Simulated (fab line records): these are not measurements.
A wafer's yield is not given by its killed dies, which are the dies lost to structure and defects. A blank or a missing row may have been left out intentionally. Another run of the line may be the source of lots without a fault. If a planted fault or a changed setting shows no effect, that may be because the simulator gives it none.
Matching of chambers	flow n5_finfet	4 sister chambers for N5_BEOL_M0_SAQP_ETCH_83 on rie_diel-05
The step etches SiARC in CF4, target depth 39 nm, time 65 s. 14 wafers are shown with their chamber, then 7 later ones without.

== WAFERS WITH THEIR CHAMBER ==
wafer	chamber	showerhead_plenum_p_Torr (Torr)	drypump_motor_current_A (A)	oes_product_au (a.u.)
L078.1	0	2.12	5.81	0.60
L078.3	2	2.27	5.81	0.77
L078.5	0	2.12	5.81	0.60
L086.3	1	2.12	5.67	0.58
L086.4	0	2.12	5.81	0.59
L086.6	0	2.12	5.82	0.59
L088.3	3	2.06	5.99	0.63
L088.4	2	2.27	5.82	0.74
L088.6	0	2.11	5.82	0.59
L089.1	0	2.11	5.80	0.59
L089.3	3	2.06	6.00	0.63
L089.4	2	2.27	5.81	0.75
L095.1	3	2.05	6.00	0.62
L095.2	0	2.11	5.81	0.57

SIGNATURES (averages over the wafers above)
reading	chamber 0	chamber 1	chamber 2	chamber 3	scatter within a chamber
showerhead_plenum_p_Torr	2.1157	2.1200	2.2700	2.0567	0.00488
drypump_motor_current_A	5.8114	5.6700	5.8133	5.9967	0.00647
oes_product_au	0.5900	0.5800	0.7533	0.6267	0.0106
Rule: distance of a wafer from a chamber = root of the sum over the readings of ((wafer's reading minus chamber's mean) / reading's scatter) squared. If the next closest chamber is less than 2 further off than the closest, the wafer can't be placed; otherwise it belongs to the closest. The scatter: the root of (the sum of the squares of (reading less its chamber's mean) over the shown wafers, divided by (wafers less chambers)).

== WAFERS MISSING THEIR CHAMBER ==
wafer	showerhead_plenum_p_Torr (Torr)	drypump_motor_current_A (A)	oes_product_au (a.u.)
L095.3	2.26	5.80	0.73
L096.1	2.05	6.00	0.62
L096.4	2.11	5.83	0.58
L096.5	2.05	6.00	0.62
L097.2	2.05	6.01	0.61
L097.4	2.12	5.66	0.83
L097.5	2.11	5.81	0.58

== CHAMBER TAKEN BY EACH ==
wafer	from the rows above	in truth
L095.3	2	2
L096.1	3	3
L096.4	0	0
L096.5	3	3
L097.2	3	3
L097.4	1	1
L097.5	0	0
Correct placement for 7 of the 7. Not placeable from these rows: 0. Number placed wrongly: 0.
